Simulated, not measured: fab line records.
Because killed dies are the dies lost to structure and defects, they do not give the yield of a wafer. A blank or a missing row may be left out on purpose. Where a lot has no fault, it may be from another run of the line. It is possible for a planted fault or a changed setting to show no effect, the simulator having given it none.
fab line records	flow nand_harc
record: lots: 12	wafers: 36	last_day: 33
route steps=1302 shown P_M0@278 P_M1@296 END@1302
lots that met no fault: taken from a fault-free run of the same line
start_h: hours from the record's first day to the start of the lot's first wafer shown	wait_h: hours since the lot's step before	" unchanged from the row above	L1.1+2: one row covering several wafers at once	- value missing, or start not given	* or withheld: withheld	< > ~ a bound
route shown NAME@n: NAME is a module with steps in the file, n the number in the route of the first one	usual: mean and standard deviation over wafers with no fault	same: alike in all rows	chamber/n: place in a boat	sites: each site's reading	_std_site: how widely they spread, as a standard deviation	_edge_site: outer sites' mean less inner sites'	radius_mm: for every site, how far away it sits from the centre of the wafer	mask NAME#n: copy n	behind: the tool/chamber that last shaped the wafer	hold: the reason the lot was held/the length of the hold in hours/how it ended	device: the transistor (n, p or np) that didn't switch	end of line: at the end of the route, the tests of the same wafers	step lacking rows: just its recipe	killed: not the wafer's yield, but the dies lost to structure and defects at the first sort	map: dies across one wafer; x = killed, . = not, _ = none there
set.NAME: the run value of the setting; set.NAME@STEP: its run value at that earlier step	model.NAME: the simulator's own value behind a step, which no gauge read
steps of the route over a sample of lots; a table a step, a row a wafer
services: a tool's chamber out of use, with start hour (start_h, from the record's first day; less than 0 if before it), hours out, and reason
== steps ==
step: NHARC_P_M0_CMP_23
recipe: t_overpolish_s: 20	target_thk_nm: 117.54
usual: motor_current_A: 12.3/1.2	time_to_endpoint_s: 29.5/2.7
same: t_overpolish_s: 20
lot.wafer	tool	chamber	start_h	wait_h	motor_current_A	time_to_endpoint_s
L757.1	cmp-02	2	130.02	-	12.7	21.8
L757.2	"	3	"	"	10.6	30.2
L757.6	"	2	"	"	13.2	26.3
L758.4	cmp-04	2	135.02	-	12.2	25.6
L758.3	"	3	"	"	14.3	26.0
L758.2	"	0	"	"	12.3	29.9
L766.2	cmp-02	2	212.55	-	12.6	30.6
L766.1	"	0	"	"	13.9	32.4
L766.5	"	1	"	"	12.7	29.0
L769.3	cmp-02	3	247.28	-	10.7	33.0
L769.2	"	1	"	"	12.6	27.3
L769.6	"	2	"	"	12.8	28.4
L771.4	cmp-01	2	269.08	-	12.1	28.0
L771.6	"	1	"	"	12.3	30.2
L771.5	"	2	"	"	12.2	27.5
L774.3	cmp-01	0	294.42	-	13.2	32.7
L774.2	"	1	"	"	12.9	33.1
L774.6	"	1	"	"	12.0	33.2
L775.1	cmp-01	1	305.03	-	12.6	31.8
L775.6	"	1	"	"	12.1	33.6
L775.5	"	2	"	"	11.7	33.5
L776.2	cmp-02	0	309.14	-	13.4	32.4
L776.3	"	3	"	"	9.7	34.5
L776.5	"	1	"	"	12.5	31.0
L777.3	cmp-04	2	323.69	-	11.2	25.0
L777.1	"	0	"	"	13.0	28.6
L777.6	"	3	"	"	13.9	27.3
L778.4	cmp-01	2	333.86	-	12.4	29.2
L778.1	"	3	"	"	10.6	32.8
L778.5	"	1	"	"	12.9	29.5
L779.1	cmp-04	2	339.03	-	11.4	27.1
L779.3	"	3	"	"	14.3	27.7
L779.4	"	1	"	"	11.4	30.6
L780.2	cmp-01	2	355.11	-	12.0	29.5
L780.4	"	1	"	"	12.3	31.3
L780.5	"	3	"	"	10.4	32.1
step: NHARC_P_M1_OVL_MEAS_10
recipe: pitch_nm: 260
usual: overlay_x_nm: 0.0/0.86	overlay_y_nm: 0.0/0.73
lot.wafer	tool	chamber	start_h	wait_h	overlay_x_nm	overlay_y_nm
L757.1	overlay-02	-	131.95	-	-0.5	0.0
L757.2	"	-	"	"	-0.5	0.7
L757.6	"	-	"	"	-1.2	0.2
L758.2	overlay-01	-	137.07	-	-0.6	0.6
L758.3	"	-	"	"	-0.6	0.0
L758.4	"	-	"	"	-0.4	0.6
L766.1	overlay-02	-	214.46	-	0.0	0.3
L766.2	"	-	"	"	-0.2	0.5
L766.5	"	-	"	"	-0.4	0.4
L769.2	overlay-01	-	249.18	-	0.0	-0.3
L769.3	"	-	"	"	0.2	-0.2
L769.6	"	-	"	"	0.5	0.3
L771.4	overlay-01	-	270.98	-	0.5	-0.3
L771.5	"	-	"	"	0.2	-1.3
L771.6	"	-	"	"	1.1	-0.9
L774.2	overlay-02	-	296.36	-	-0.9	-0.5
L774.3	"	-	"	"	-1.1	-0.2
L774.6	"	-	"	"	-0.2	-0.8
L775.1	overlay-02	-	306.99	-	-0.3	-0.2
L775.5	"	-	"	"	0.2	-0.7
L775.6	"	-	"	"	0.1	-1.1
L776.2	overlay-02	-	311.00	-	0.8	1.0
L776.3	"	-	"	"	0.9	1.5
L776.5	"	-	"	"	0.6	0.7
L777.1	overlay-01	-	325.64	-	-0.3	0.5
L777.3	"	-	"	"	0.4	0.7
L777.6	"	-	"	"	-0.2	0.8
L778.1	overlay-01	-	335.78	-	-0.2	-0.2
L778.4	"	-	"	"	-0.1	0.1
L778.5	"	-	"	"	0.3	0.1
L779.1	overlay-01	-	340.99	-	0.5	-0.6
L779.3	"	-	"	"	0.1	-0.8
L779.4	"	-	"	"	-0.4	-0.4
L780.2	overlay-02	-	357.03	-	0.6	0.0
L780.4	"	-	"	"	0.2	-0.3
L780.5	"	-	"	"	0.6	-0.4
step: NHARC_P_M1_ETCH_35
recipe: target_depth_a: 400	overetch_a: 120	time_s: 43.94	ion_energy_ev: 200	n2_flow_sccm: 150	h2_flow_sccm: 150	ar_flow_sccm: 0	rf_w: 400	bias_w: 150	chemistry: N2/H2
usual: chamber_pressure_mTorr: 29.998/0.028	drypump_motor_current_A: 5.7/0.48	mfc_ar_sccm: 0.011/0.013	oes_product_au: 1.000/0.012	rf_vpp_V: 431.0/2.8	run_length_s: 65.3/0.41	showerhead_plenum_p_Torr: 2.06/0.098	throttle_valve_pct: 14.171/0.0087
lot.wafer	tool	chamber	start_h	wait_h	chamber_pressure_mTorr	drypump_motor_current_A	mfc_ar_sccm	oes_product_au	rf_hours_counter_h	rf_vpp_V	run_length_s	showerhead_plenum_p_Torr	throttle_valve_pct
L757.2	rie_diel-07	2	132.18	0.1	30.001	6.4	0.000	0.996	0	429.1	65.3	1.99	14.173
L757.1	"	1	"	"	29.999	6.4	0.002	1.004	0	430.8	65.4	2.08	14.158
L757.6	"	2	"	"	29.995	6.4	0.000	0.980	-	428.5	65.2	2.00	14.186
L758.4	rie_diel-03	2	137.38	0.2	30.000	5.8	0	0.987	7	430.9	65.6	2.08	14.176
L758.2	"	3	"	"	29.983	5.8	0	0.999	8	432.1	65.5	2.11	14.185
L758.3	"	1	"	"	30.035	4.7	0.021	0.998	8	426.6	65.6	1.92	14.169
L766.1	rie_diel-06	1	214.65	0.1	30.008	4.9	0.018	1.008	6	428.2	54.6	1.94	14.180
L766.2	"	2	"	"	30.007	5.7	0.035	1.017	5	433.9	54.6	2.07	14.186
L766.5	"	1	"	"	29.983	4.9	0.018	1.006	-	426.3	65.2	1.94	14.170
L769.2	rie_diel-03	3	249.37	0.1	30.002	5.8	0	0.999	41	431.7	64.8	2.10	14.164
L769.3	"	1	"	"	29.983	4.7	0.021	0.999	45	426.9	65.6	1.90	14.167
L769.6	"	3	"	"	30.021	5.8	0	0.998	-	432.7	65.0	2.10	14.162
L771.4	rie_diel-07	0	271.20	0.1	29.996	5.5	0	0.999	-	427.8	65.8	1.92	14.177
L771.5	"	2	"	"	29.995	6.4	0.000	0.991	-	428.5	65.7	1.99	14.171
L771.6	"	3	"	"	29.964	5.2	0.024	1.024	-	428.1	65.7	1.99	14.164
L774.2	rie_diel-06	2	296.54	0.1	30.011	5.7	0.035	1.002	10	430.4	64.9	2.07	14.166
L774.3	"	3	"	"	30.022	5.8	0	0.995	10	436.2	65.3	2.20	14.167
L774.6	"	2	"	"	30.028	5.7	0.035	1.014	-	431.7	65.0	2.07	14.180
L775.1	rie_diel-03	3	307.18	0.1	29.985	5.8	0	1.007	6	433.2	65.2	2.09	14.163
L775.6	"	0	"	"	29.984	5.5	0	1.008	-	429.2	64.8	1.96	14.185
L775.5	"	1	"	"	29.977	4.7	0.021	1.008	-	426.3	65.6	1.90	14.169
L776.3	rie_diel-07	3	311.19	0.1	29.947	5.2	0.024	1.004	1	428.9	65.8	1.99	14.155
L776.2	"	0	"	"	30.006	5.4	0	1.003	1	427.3	64.9	1.92	14.171
L776.5	"	3	"	"	30.010	5.2	0.024	1.011	-	428.7	66.2	1.99	14.179
L777.1	rie_diel-06	1	325.84	0.1	29.967	5.0	0.018	0.991	1	428.3	65.0	1.94	14.165
L777.3	"	3	"	"	29.976	5.9	0	0.991	1	435.6	65.5	2.20	14.174
L777.6	"	2	"	"	30.000	5.7	0.035	0.988	-	431.3	65.0	2.07	14.177
L778.1	rie_diel-06	2	335.99	0.1	30.016	5.7	0.035	0.990	1	430.8	64.7	2.07	14.181
L778.5	"	1	"	"	29.998	5.0	0.018	0.990	-	428.0	65.0	1.94	14.167
L778.4	"	3	"	"	29.954	5.8	0	0.991	-	434.1	66.0	2.20	14.173
L779.1	rie_diel-06	3	341.19	0.1	29.985	5.8	0	1.004	1	434.9	65.4	2.20	14.166
L779.3	"	1	"	"	29.944	4.9	0.018	0.994	1	427.7	65.3	1.94	14.169
L779.4	"	3	"	"	29.995	5.8	0	0.999	-	434.6	65.3	2.20	14.173
L780.4	rie_diel-06	0	357.22	0.1	29.987	5.9	0	0.982	1	434.0	65.1	2.19	14.165
L780.2	"	1	"	"	30.064	4.9	0.018	0.990	3	427.6	65.3	1.94	14.182
L780.5	"	3	"	"	29.967	5.9	0	1.002	-	435.1	65.2	2.20	14.157
step: NHARC_P_M1_PRE_CLEAN_30
recipe: time_s: 30	temp_c: 280	gas: H2/He
usual: heater_power_w: 419/51
lot.wafer	tool	chamber	start_h	wait_h	heater_power_w
L757.2	pvd_sputter-01	-	-	-	507
L757.1	"	-	"	"	518
L757.6	"	-	"	"	488
L758.2	pvd_sputter-02	-	-	-	420
L758.4	"	-	"	"	364
L758.3	"	-	"	"	416
L766.2	pvd_sputter-02	-	-	-	413
L766.1	"	-	"	"	363
L766.5	"	-	"	"	435
L769.3	pvd_sputter-01	-	-	-	482
L769.2	"	-	"	"	523
L769.6	"	-	"	"	484
L771.4	pvd_sputter-03	-	-	-	370
L771.5	"	-	"	"	418
L771.6	"	-	"	"	359
L774.3	pvd_sputter-03	-	-	-	358
L774.2	"	-	"	"	415
L774.6	"	-	"	"	357
L775.1	pvd_sputter-03	-	-	-	361
L775.5	"	-	"	"	372
L775.6	"	-	"	"	410
L776.2	pvd_sputter-03	-	-	-	416
L776.3	"	-	"	"	353
L776.5	"	-	"	"	358
L777.1	pvd_sputter-02	-	-	-	383
L777.3	"	-	"	"	421
L777.6	"	-	"	"	398
L778.4	pvd_sputter-03	-	-	-	354
L778.1	"	-	"	"	422
L778.5	"	-	"	"	362
L779.4	pvd_sputter-02	-	-	-	362
L779.3	"	-	"	"	433
L779.1	"	-	"	"	425
L780.4	pvd_sputter-02	-	-	-	413
L780.2	"	-	"	"	380
L780.5	"	-	"	"	413
step: NHARC_END_SORT_01
recipe: temp_c: 25
usual: defect_limited_yield: 91.1/2.9	killed_at_array: 55/20	killed_at_other: 0.7/0.96	killed_at_periphery: 4.1/2.4	killed_dies: 60/20	killed_open: 3.3/1.9	killed_short: 2.8/1.6
same: gross_dies: 677
lot.wafer	tool	chamber	start_h	wait_h	defect_limited_yield[%]	killed_at_array	killed_at_other	killed_at_periphery	killed_dies	killed_open	killed_short
L757.1	prober-01	0	575.67	2.5	88.6	67	0	10	77	5	4
L757.2	prober-01	0	576.48	2.8	89.5	65	0	6	71	1	4
L757.6	prober-01	0	579.73	4.1	88.5	72	0	6	78	5	5
L758.2	prober-02	0	577.68	2.8	97.2	18	1	0	19	3	1
L758.3	prober-02	0	578.49	3.1	96.6	20	1	2	23	2	1
L758.4	prober-02	0	579.29	3.4	97.2	16	1	2	19	1	1
L766.1	prober-01	0	662.32	2.5	95.0	25	1	8	34	5	1
L766.2	prober-01	0	663.11	2.8	94.5	31	0	6	37	3	1
L766.5	prober-01	0	665.48	3.7	96.0	19	0	8	27	2	4
L769.2	prober-01	0	690.93	2.8	89.4	64	3	5	72	3	1
L769.3	prober-01	0	691.73	3.1	90.5	55	1	8	64	2	3
L769.6	prober-01	0	694.14	4.0	89.1	62	3	9	74	3	3
L771.4	prober-02	0	715.88	3.4	89.2	68	0	5	73	6	4
L771.5	prober-02	0	716.68	3.7	90.7	59	0	4	63	7	4
L771.6	prober-02	0	717.49	4.0	90.1	61	2	4	67	6	1
L774.2	prober-01	0	741.12	2.8	89.5	64	0	7	71	2	2
L774.3	prober-01	0	741.92	3.1	90.3	64	0	2	66	3	0
L774.6	prober-01	0	744.32	4.0	86.0	87	0	8	95	7	6
L776.2	prober-02	0	745.07	2.8	95.1	31	0	2	33	3	1
L776.3	prober-02	0	745.86	3.1	96.6	20	0	3	23	3	2
L776.5	prober-02	0	747.46	3.7	93.5	35	1	8	44	7	4
L775.1	prober-01	0	748.13	2.5	86.1	93	0	1	94	3	3
L775.5	prober-01	0	751.34	3.7	87.7	83	0	0	83	1	0
L775.6	prober-01	0	752.14	4.0	85.8	95	0	1	96	3	4
L777.1	prober-01	0	761.77	2.5	94.5	33	2	2	37	5	3
L777.3	prober-01	0	763.37	3.1	95.9	23	2	3	28	1	2
L777.6	prober-01	0	765.77	4.0	95.1	30	1	2	33	2	1
L779.1	prober-01	0	782.71	2.5	87.7	80	1	2	83	5	3
L779.3	prober-01	0	784.32	3.1	87.7	80	0	3	83	3	2
L779.4	prober-01	0	785.12	3.4	87.9	79	0	3	82	3	0
L778.1	prober-02	0	782.76	2.5	92.6	45	0	5	50	6	2
L778.4	prober-02	0	785.17	3.4	92.8	47	0	2	49	3	3
L778.5	prober-02	0	785.98	3.7	93.2	44	0	2	46	2	3
L780.2	prober-01	0	799.02	2.8	88.0	78	1	2	81	2	9
L780.4	prober-01	0	800.61	3.4	90.3	63	0	3	66	4	4
L780.5	prober-01	0	801.40	3.7	89.8	64	0	5	69	2	3
killed by level:class
L757.1 A_CHANNEL_HOLE_D1:chamber_film_flake=26 A_CHANNEL_HOLE_D2:chamber_film_flake=16 P_GATE:chamber_film_flake=9 A_BONDPAD:chamber_film_flake=7 A_CONTACT:chamber_film_flake=4 A_STAIRCASE:chamber_film_flake=3 A_ONON_D1:geometric_particle:open=2 A_ONON_D2:geometric_particle:open=2
L757.2 A_CHANNEL_HOLE_D2:chamber_film_flake=28 A_CHANNEL_HOLE_D1:chamber_film_flake=23 P_M1:chamber_film_flake=3 A_STAIRCASE:chamber_film_flake=3 A_BONDPAD:chamber_film_flake=3 A_CHANNEL_FILL_D2:geometric_particle:short=2 P_GATE:chamber_film_flake=2 A_CONTACT:chamber_film_flake=2
L758.2 A_CONTACT:chamber_film_flake=6 A_CHANNEL_HOLE_D2:chamber_film_flake=3 A_M0:geometric_particle:open=2 A_STAIRCASE:chamber_film_flake=2 A_CONTACT:unspecified=2 A_WL_FILL:geometric_particle:short=1 A_BLC:geometric_particle:open=1 A_CHANNEL_HOLE_D1:chamber_film_flake=1
L758.3 A_CHANNEL_HOLE_D2:chamber_film_flake=6 A_CONTACT:unspecified=5 A_ZERO_WELL:chamber_film_flake=2 A_CHANNEL_HOLE_D1:chamber_film_flake=2 A_CONTACT:chamber_film_flake=2 A_CHANNEL_FILL_D1:geometric_particle:open=1 A_WL_FILL:geometric_particle:short=1 A_BLC:geometric_particle:open=1
L758.4 A_CONTACT:chamber_film_flake=6 A_CHANNEL_HOLE_D2:chamber_film_flake=3 A_STAIRCASE:chamber_film_flake=3 A_CHANNEL_HOLE_D1:chamber_film_flake=2 P_STI:geometric_particle:open=1 A_WL_FILL:geometric_particle:short=1 P_GATE:chamber_film_flake=1 A_WL_FILL:chamber_film_flake=1
L757.6 A_CHANNEL_HOLE_D1:chamber_film_flake=30 A_CHANNEL_HOLE_D2:chamber_film_flake=24 A_BONDPAD:chamber_film_flake=5 P_M1:chamber_film_flake=4 A_CHANNEL_FILL_D2:geometric_particle:open=3 A_DECK1_JOINT:geometric_particle:short=2 A_STAIRCASE:chamber_film_flake=2 A_CONTACT:chamber_film_flake=2
L766.1 A_CHANNEL_HOLE_D2:chamber_film_flake=10 A_CHANNEL_HOLE_D1:chamber_film_flake=6 A_STAIRCASE:chamber_film_flake=5 P_M2:chamber_film_flake=4 P_CONTACT:geometric_particle:open=2 P_GATE:geometric_particle:open=1 P_M0:geometric_particle:open=1 A_ONON_D1:geometric_particle:open=1
L766.2 A_CHANNEL_HOLE_D2:chamber_film_flake=18 A_STAIRCASE:chamber_film_flake=4 A_CHANNEL_HOLE_D1:chamber_film_flake=3 A_CONTACT:chamber_film_flake=3 P_STI:chamber_film_flake=2 P_M2:chamber_film_flake=2 P_M0:geometric_particle:open=1 P_M1:geometric_particle:short=1
L766.5 A_CHANNEL_HOLE_D2:chamber_film_flake=7 P_M2:chamber_film_flake=4 A_CHANNEL_HOLE_D1:chamber_film_flake=4 A_BLC:geometric_particle:open=2 A_STAIRCASE:chamber_film_flake=2 P_M2:geometric_particle:short=1 A_CHANNEL_FILL_D2:geometric_particle:short=1 A_WL_FILL:geometric_particle:short=1
L769.2 A_CHANNEL_HOLE_D1:chamber_film_flake=32 A_CONTACT:chamber_film_flake=10 A_SLIT:chamber_film_flake=8 A_WL_FILL:chamber_film_flake=5 P_GATE:chamber_film_flake=4 THIN_TSV:chamber_film_flake=3 A_CHANNEL_FILL_D1:geometric_particle:open=2 A_CHANNEL_HOLE_D2:chamber_film_flake=2
L769.3 A_CHANNEL_HOLE_D1:chamber_film_flake=34 A_CONTACT:chamber_film_flake=8 P_GATE:chamber_film_flake=3 P_CONTACT:chamber_film_flake=3 A_CHANNEL_HOLE_D2:chamber_film_flake=3 A_WL_FILL:chamber_film_flake=3 P_CONTACT:geometric_particle:short=1 A_CHANNEL_FILL_D1:geometric_particle:open=1
L769.6 A_CHANNEL_HOLE_D1:chamber_film_flake=30 A_CONTACT:chamber_film_flake=11 P_CONTACT:chamber_film_flake=5 A_SLIT:chamber_film_flake=5 A_CHANNEL_HOLE_D2:chamber_film_flake=3 A_WL_FILL:chamber_film_flake=3 THIN_TSV:chamber_film_flake=3 A_CHANNEL_FILL_D2:chamber_film_flake=2
L771.4 A_CHANNEL_HOLE_D1:chamber_film_flake=35 A_CHANNEL_HOLE_D2:chamber_film_flake=17 A_SLIT:chamber_film_flake=4 A_CHANNEL_FILL_D2:geometric_particle:short=3 P_GATE:chamber_film_flake=3 A_CHANNEL_FILL_D1:geometric_particle:open=2 A_M0:geometric_particle:open=2 A_STAIRCASE:chamber_film_flake=2
L771.5 A_CHANNEL_HOLE_D1:chamber_film_flake=24 A_CHANNEL_HOLE_D2:chamber_film_flake=17 A_DECK1_JOINT:chamber_film_flake=4 A_STAIRCASE:chamber_film_flake=3 A_ONON_D1:geometric_particle:open=2 A_ONON_D1:geometric_particle:short=2 A_M0:geometric_particle:open=2 P_GATE:chamber_film_flake=2
L771.6 A_CHANNEL_HOLE_D1:chamber_film_flake=32 A_CHANNEL_HOLE_D2:chamber_film_flake=16 A_DECK1_JOINT:chamber_film_flake=3 A_STAIRCASE:chamber_film_flake=3 STARTING-WAFER:geometric_particle:open=2 A_SLIT:chamber_film_flake=2 A_CONTACT:chamber_film_flake=2 P_M0:geometric_particle:open=1
L774.2 A_CHANNEL_HOLE_D1:chamber_film_flake=28 A_CHANNEL_HOLE_D2:chamber_film_flake=20 A_CONTACT:chamber_film_flake=6 A_STAIRCASE:chamber_film_flake=5 P_GATE:chamber_film_flake=3 P_STI:chamber_film_flake=2 P_CONTACT:geometric_particle:short=1 P_CONTACT:geometric_particle:open=1
L774.3 A_CHANNEL_HOLE_D1:chamber_film_flake=31 A_CHANNEL_HOLE_D2:chamber_film_flake=16 A_STAIRCASE:chamber_film_flake=6 A_CONTACT:chamber_film_flake=5 A_SLIT:chamber_film_flake=3 P_GATE:chamber_film_flake=2 A_SOURCE_PLATE:geometric_particle:open=1 A_DECK1_JOINT:geometric_particle:open=1
L774.6 A_CHANNEL_HOLE_D1:chamber_film_flake=29 A_CHANNEL_HOLE_D2:chamber_film_flake=23 A_STAIRCASE:chamber_film_flake=12 P_GATE:chamber_film_flake=5 A_CONTACT:chamber_film_flake=5 A_SLIT:chamber_film_flake=4 P_STI:chamber_film_flake=3 A_ONON_D1:geometric_particle:open=2
L776.2 A_CHANNEL_HOLE_D1:chamber_film_flake=15 A_SLIT:chamber_film_flake=5 A_CONTACT:chamber_film_flake=3 A_M1:geometric_particle:open=2 P_GATE:chamber_film_flake=2 A_STAIRCASE:chamber_film_flake=2 A_WL_FILL:chamber_film_flake=2 A_CHANNEL_FILL_D1:geometric_particle:open=1
L776.3 A_CHANNEL_HOLE_D1:chamber_film_flake=9 A_SLIT:chamber_film_flake=5 P_GATE:geometric_particle:open=1 A_ONON_D2:geometric_particle:short=1 A_CHANNEL_HOLE_D2:geometric_particle:open=1 A_CHANNEL_FILL_D2:geometric_particle:short=1 A_CONTACT:geometric_particle:open=1 P_GATE:chamber_film_flake=1
L776.5 A_CHANNEL_HOLE_D1:chamber_film_flake=18 P_M0:geometric_particle:open=3 P_M1:chamber_film_flake=3 A_SLIT:chamber_film_flake=3 A_WL_FILL:chamber_film_flake=3 A_CONTACT:chamber_film_flake=3 A_DECK1_JOINT:geometric_particle:open=2 A_CHANNEL_FILL_D1:chamber_film_flake=2
L775.1 A_SLIT:chamber_film_flake=30 A_CHANNEL_HOLE_D1:chamber_film_flake=27 A_CHANNEL_HOLE_D2:chamber_film_flake=21 A_CONTACT:chamber_film_flake=5 A_M0:geometric_particle:short=2 A_STAIRCASE:chamber_film_flake=2 A_CHANNEL_FILL_D1:geometric_particle:open=1 A_CHANNEL_HOLE_D2:geometric_particle:short=1
L775.5 A_CHANNEL_HOLE_D1:chamber_film_flake=30 A_SLIT:chamber_film_flake=25 A_CHANNEL_HOLE_D2:chamber_film_flake=23 A_CONTACT:chamber_film_flake=3 A_SGD_CUT:geometric_particle:open=1 A_STAIRCASE:chamber_film_flake=1
L775.6 A_CHANNEL_HOLE_D2:chamber_film_flake=29 A_CHANNEL_HOLE_D1:chamber_film_flake=26 A_SLIT:chamber_film_flake=25 A_CONTACT:chamber_film_flake=9 A_M0:geometric_particle:short=2 P_GATE:geometric_particle:open=1 A_ONON_D1:geometric_particle:open=1 A_SGD_CUT:geometric_particle:short=1
L777.1 A_CHANNEL_HOLE_D1:chamber_film_flake=14 A_SLIT:chamber_film_flake=5 A_CONTACT:chamber_film_flake=4 A_WL_FILL:geometric_particle:short=2 A_WL_FILL:geometric_particle:open=2 P_ZERO_WELL:geometric_particle:open=1 A_SOURCE_PLATE:geometric_particle:open=1 A_ONON_D1:geometric_particle:open=1
L777.3 A_CHANNEL_HOLE_D1:chamber_film_flake=14 A_CONTACT:chamber_film_flake=4 P_STI:chamber_film_flake=2 THIN_TSV:chamber_film_flake=2 P_M0:geometric_particle:short=1 A_CHANNEL_FILL_D2:geometric_particle:open=1 A_M1:geometric_particle:short=1 A_ZERO_WELL:chamber_film_flake=1
L777.6 A_CHANNEL_HOLE_D1:chamber_film_flake=13 A_SLIT:chamber_film_flake=6 A_CONTACT:chamber_film_flake=3 A_CHANNEL_FILL_D2:geometric_particle:open=1 A_WL_FILL:geometric_particle:short=1 A_CONTACT:geometric_particle:open=1 P_ZERO_WELL:chamber_film_flake=1 P_M1:chamber_film_flake=1
L779.1 A_SLIT:chamber_film_flake=35 A_CHANNEL_HOLE_D2:chamber_film_flake=26 A_CONTACT:chamber_film_flake=3 A_M1:chamber_film_flake=3 A_CHANNEL_FILL_D2:geometric_particle:short=2 A_WL_FILL:chamber_film_flake=2 P_CONTACT:geometric_particle:open=1 A_CHANNEL_HOLE_D1:geometric_particle:short=1
L778.1 A_CHANNEL_HOLE_D1:chamber_film_flake=19 A_CONTACT:chamber_film_flake=9 A_SLIT:chamber_film_flake=6 P_ZERO_WELL:chamber_film_flake=4 A_WL_FILL:geometric_particle:open=2 A_CHANNEL_FILL_D2:chamber_film_flake=2 A_STAIRCASE:chamber_film_flake=2 P_CONTACT:geometric_particle:open=1
L779.3 A_CHANNEL_HOLE_D2:chamber_film_flake=32 A_SLIT:chamber_film_flake=26 A_CONTACT:chamber_film_flake=9 A_CHANNEL_HOLE_D1:chamber_film_flake=3 P_ZERO_WELL:chamber_film_flake=2 A_CHANNEL_FILL_D1:chamber_film_flake=2 A_STAIRCASE:chamber_film_flake=2 P_STI:geometric_particle:open=1
L779.4 A_SLIT:chamber_film_flake=33 A_CHANNEL_HOLE_D2:chamber_film_flake=27 A_CONTACT:chamber_film_flake=10 A_STAIRCASE:chamber_film_flake=3 A_CHANNEL_FILL_D2:chamber_film_flake=2 A_ONON_D2:geometric_particle:open=1 A_WL_FILL:geometric_particle:open=1 A_BLC:geometric_particle:open=1
L778.4 A_CHANNEL_HOLE_D1:chamber_film_flake=16 A_SLIT:chamber_film_flake=10 A_CHANNEL_FILL_D2:chamber_film_flake=7 A_STAIRCASE:chamber_film_flake=3 A_CONTACT:chamber_film_flake=3 P_M0:geometric_particle:open=1 A_CHANNEL_FILL_D1:geometric_particle:short=1 A_ONON_D2:geometric_particle:open=1
L778.5 A_CHANNEL_HOLE_D1:chamber_film_flake=15 A_SLIT:chamber_film_flake=14 A_CONTACT:chamber_film_flake=6 A_CHANNEL_FILL_D1:geometric_particle:short=2 P_ZERO_WELL:chamber_film_flake=2 A_CHANNEL_FILL_D2:chamber_film_flake=2 A_STAIRCASE:chamber_film_flake=2 A_ONON_D2:geometric_particle:short=1
L780.2 A_CHANNEL_HOLE_D2:chamber_film_flake=29 A_CHANNEL_HOLE_D1:chamber_film_flake=23 A_SLIT:chamber_film_flake=7 A_CONTACT:chamber_film_flake=4 A_CHANNEL_FILL_D2:geometric_particle:short=2 A_WL_FILL:geometric_particle:short=2 A_STAIRCASE:chamber_film_flake=2 A_SGD_CUT:chamber_film_flake=2
L780.4 A_CHANNEL_HOLE_D2:chamber_film_flake=27 A_CHANNEL_HOLE_D1:chamber_film_flake=8 A_SLIT:chamber_film_flake=8 A_STAIRCASE:chamber_film_flake=5 A_SGD_CUT:chamber_film_flake=3 A_WL_FILL:geometric_particle:open=2 P_M0:chamber_film_flake=2 A_CONTACT:chamber_film_flake=2
L780.5 A_CHANNEL_HOLE_D2:chamber_film_flake=23 A_SLIT:chamber_film_flake=12 A_CHANNEL_HOLE_D1:chamber_film_flake=8 A_CONTACT:chamber_film_flake=7 A_STAIRCASE:chamber_film_flake=5 P_M0:chamber_film_flake=3 P_GATE:chamber_film_flake=2 A_CHANNEL_FILL_D2:chamber_film_flake=2
== services ==
tool	chamber	start_h	hours	kind
rie_diel-06	-	130.23	9.0	pm
cmp-02	-	134.65	4.0	pm
cmp-01	-	151.49	0.5	repair
pvd_sputter-03	-	153.36	22.0	repair
pvd_sputter-03	-	175.37	10.0	pm
rie_diel-06	3	181.61	3.9	repair
cmp-01	-	188.32	4.0	pm
cmp-01	-	206.10	2.3	repair
cmp-02	-	232.65	4.0	pm
cmp-02	-	251.29	1.1	repair
cmp-02	-	261.82	0.8	repair
cmp-01	-	273.47	0.3	repair
pvd_sputter-02	-	273.81	3.4	repair
pvd_sputter-02	-	282.00	10.0	pm
cmp-01	-	286.32	4.0	pm
cmp-01	-	296.61	0.9	repair
cmp-02	-	297.53	0.9	repair
cmp-02	-	303.19	3.9	repair
rie_diel-06	-	307.23	9.0	pm
cmp-02	-	330.65	4.0	pm
cmp-01	-	331.64	0.9	repair
rie_diel-06	-	333.76	0.1	repair
cmp-01	-	349.61	2.6	repair
pvd_sputter-03	-	353.37	10.0	pm
== key ==
first_sign: step: NHARC_P_M1_ETCH_35	reading: run_length_s	direction: down	sigmas: 26	usual: *	struck: *
effect none on later readings
met_at NHARC_P_M1_ETCH_35
struck_lots L766
struck_wafers L766.1,L766.2
not_acting_at NHARC_P_M0_CMP_23,NHARC_P_M1_OVL_MEAS_10,NHARC_P_M1_PRE_CLEAN_30
fault: kind: process_parameter_drift	tool: rie_diel-06	chamber: -	onset_h: 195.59	steps: NHARC_P_M1_ETCH_35	channel: time_s	offset: *	shape: step	end_h: 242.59	scope: struck_wafers_only	acts_in: *	stated: *
